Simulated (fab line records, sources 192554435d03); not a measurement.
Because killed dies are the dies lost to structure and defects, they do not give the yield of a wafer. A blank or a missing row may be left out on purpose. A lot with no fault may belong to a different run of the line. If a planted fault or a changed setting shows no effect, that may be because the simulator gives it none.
Matching of chambers :: flow n5-finfet :: N5_BEOL_M7_STRIP_36 on rie-diel-05: 4 sister chambers
The step strips in N2/H2. 8 wafers are shown with their chamber, then 9 later ones without.

## WAFERS PAIRED WITH THEIR CHAMBERS
wafer: L075.1
chamber: 0
showerhead-plenum-p-Torr (Torr): 2.64
throttle-valve-pct (%): 23.30

wafer: L080.2
chamber: 2
showerhead-plenum-p-Torr (Torr): 2.48
throttle-valve-pct (%): 23.58

wafer: L080.6
chamber: 3
showerhead-plenum-p-Torr (Torr): 2.64
throttle-valve-pct (%): 23.24

wafer: L083.1
chamber: 0
showerhead-plenum-p-Torr (Torr): 2.64
throttle-valve-pct (%): 23.34

wafer: L083.6
chamber: 1
showerhead-plenum-p-Torr (Torr): 2.51
throttle-valve-pct (%): 23.08

wafer: L084.2
chamber: 2
showerhead-plenum-p-Torr (Torr): 2.47
throttle-valve-pct (%): 23.62

wafer: L084.3
chamber: 1
showerhead-plenum-p-Torr (Torr): 2.51
throttle-valve-pct (%): 23.08

wafer: L084.5
chamber: 3
showerhead-plenum-p-Torr (Torr): 2.64
throttle-valve-pct (%): 23.25

## WAFERS MISSING THEIR CHAMBER
wafer: L086.1
showerhead-plenum-p-Torr (Torr): 2.47
throttle-valve-pct (%): 23.59

wafer: L086.4
showerhead-plenum-p-Torr (Torr): 2.51
throttle-valve-pct (%): 23.10

wafer: L086.5
showerhead-plenum-p-Torr (Torr): 2.64
throttle-valve-pct (%): 23.26

wafer: L090.1
showerhead-plenum-p-Torr (Torr): 2.47
throttle-valve-pct (%): 23.59

wafer: L090.5
showerhead-plenum-p-Torr (Torr): 2.47
throttle-valve-pct (%): 23.61

wafer: L090.6
showerhead-plenum-p-Torr (Torr): 2.51
throttle-valve-pct (%): 23.07

wafer: L095.1
showerhead-plenum-p-Torr (Torr): 2.46
throttle-valve-pct (%): 23.59

wafer: L095.3
showerhead-plenum-p-Torr (Torr): 2.63
throttle-valve-pct (%): 23.27

wafer: L095.6
showerhead-plenum-p-Torr (Torr): 2.63
throttle-valve-pct (%): 23.27

## THE CHAMBER EACH PASSED THROUGH
wafer: L086.1
from the rows above: 2
in truth: 2

wafer: L086.4
from the rows above: 1
in truth: 1

wafer: L086.5
from the rows above: 3
in truth: 3

wafer: L090.1
from the rows above: 2
in truth: 2

wafer: L090.5
from the rows above: 2
in truth: 2

wafer: L090.6
from the rows above: 1
in truth: 1

wafer: L095.1
from the rows above: 2
in truth: 2

wafer: L095.3
from the rows above: can't be placed: 3 or 0
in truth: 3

wafer: L095.6
from the rows above: can't be placed: 3 or 0
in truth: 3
7 of 9 placed correctly. From these rows, 2 cannot be placed; in 2 the true chamber is one of the candidates. Wrongly placed: 0.
How it was worked out, from the rows above alone: a wafer's distance from a chamber is the root of the sum, over the readings, of the square of ((its reading less the chamber's mean) divided by the reading's scatter). The wafer belongs to the nearest chamber; if the next one is less than 2 further off, it can't be placed. The mean given for a chamber averages the wafers shown for that chamber. The scatter: the root of (the sum of the squares of (reading less its chamber's mean) over the shown wafers, divided by (wafers less chambers)).
